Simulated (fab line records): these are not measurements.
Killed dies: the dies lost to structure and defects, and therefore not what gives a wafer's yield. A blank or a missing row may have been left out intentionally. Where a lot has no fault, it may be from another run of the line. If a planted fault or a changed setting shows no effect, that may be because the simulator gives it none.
8D (eight disciplines) problem report, filled in by code -- flow n5-finfet -- the parts of the form that need people (team, actions taken, sign-off) are left out
Where a reading is given only as a bound, like >300, the bound stands for it, and a mean or a difference that rests on one is marked > or <: the true number lies beyond.

== 1. WHAT IS WRONG ==
raw-defect-count at N5_SD_EPI_N_INSPECT_26 reads a mean of 817 on 6 wafers of 2 lots; wafers without a fault read 210 with a standard deviation of 49. Measured from the usual mean, that is +12 standard deviations.
The step: inspects for defects (darkfield).
The first sign was on wafer L895.2 at day 4 20:32, on defect-inspect-02. Wafers with a number at this step in the record: 24, from 8 lots. Rule for "out", or "out of limits": more than 4 standard deviations from the usual mean. The rest of the wafers with a number are treated as sound.

== 2. WHAT THIS IS AND IS NOT ==
question,is,is not
which readings at this step,raw-defect-count,-
which lots,"L895, L896","L889, L904, L907, L909, L910, L911"
which wafers of those lots,all that have a number,-
read on which gauges,"defect-inspect-01, defect-inspect-02",-
when,from day 4 20:32,"up to then (3 sound wafers); but 15 sound wafers of L904, L907, L909, L910, L911 came after"

== 3. THE SUSPECTS, EACH WITH WHAT RULES IT OUT ==
Counting: any tool at a process step up to the reading is kept as a suspect provided that every lot that is out went through it and no sound lot did after the first of them.
- the gauge at N5_SD_EPI_N_INSPECT_26: ruled out. The wafers that are out were read on 2 gauges (defect-inspect-01, defect-inspect-02).
- remote-plasma-02 at N5_SD_EPI_N_PRECLEAN_49 (cleans in NF3:NH3, afs cycles 1, time 20 s, sublimation time 60 s): ruled out as a lasting fault. Sound lots L909, L910 ran on it after its first lot that is out, L895 (day 4 19:53).
Left after counting: nothing in the record.

== 4. THE CAUSE (what the simulator had put in) ==
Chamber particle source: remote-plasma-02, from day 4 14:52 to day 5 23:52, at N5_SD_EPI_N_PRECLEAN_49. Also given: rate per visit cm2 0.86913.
The count ruled it out by mistake, since the rule takes a fault to strike every lot its tool runs from the start of the fault on, and this one did not do so.

== 5. SEQUENCE OF EFFECTS, ordered by route ==
Rows list readings where the struck wafers' mean (over those with a number) sits beyond 3 standard deviations from the usual. Readings are gone through only where the record gives a usual standard deviation; hours: the median, over the lots, of the time from a lot's start at the first step in this table giving one to that lot's start at this step; sigmas: the change measured in usual standard deviations.
hours,step,reading,usual,on struck wafers,change,sigmas
0,N5_SD_EPI_N_INSPECT_26,raw-defect-count,210,817,+607,+12
0,N5_SD_EPI_P_INSPECT_11,raw-defect-count,2.3,>300,>+298,+99 or more
5,N5_SD_EPI_P_INSPECT_26,raw-defect-count,177,782,+605,+14
313,N5_PASSIVATION_PROBE_49,defect-limited-yield,91.1 %,81.8,-9.3,-6.6
313,N5_PASSIVATION_PROBE_49,killed-at-front-end,40,146,+106,+9.7
313,N5_PASSIVATION_PROBE_49,killed-dies,105,214,+110,+6.4
313,N5_PASSIVATION_PROBE_49,sort_bin_5_function,5.2 %,11.6,+6.4,+6.6
313,N5_PASSIVATION_PROBE_49,sort-n-pass,1075,966,-110,-6.4
313,N5_PASSIVATION_PROBE_49,sort-yield-pct,91.1 %,81.8,-9.3,-6.6
It contains these process steps:
- N5_PASSIVATION_PROBE_49
At these later measuring or inspecting steps, every struck wafer for which the step has a row has a number for every such reading, and none has moved that far: N5_BEOL_M4_RC_MEAS_101.

== 6. WHAT WOULD HAVE CAUGHT IT SOONER ==
The first out-of-limits reading at a measuring or inspecting step in this record came at day 4 20:32, 6 hours after the fault's start at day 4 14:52.
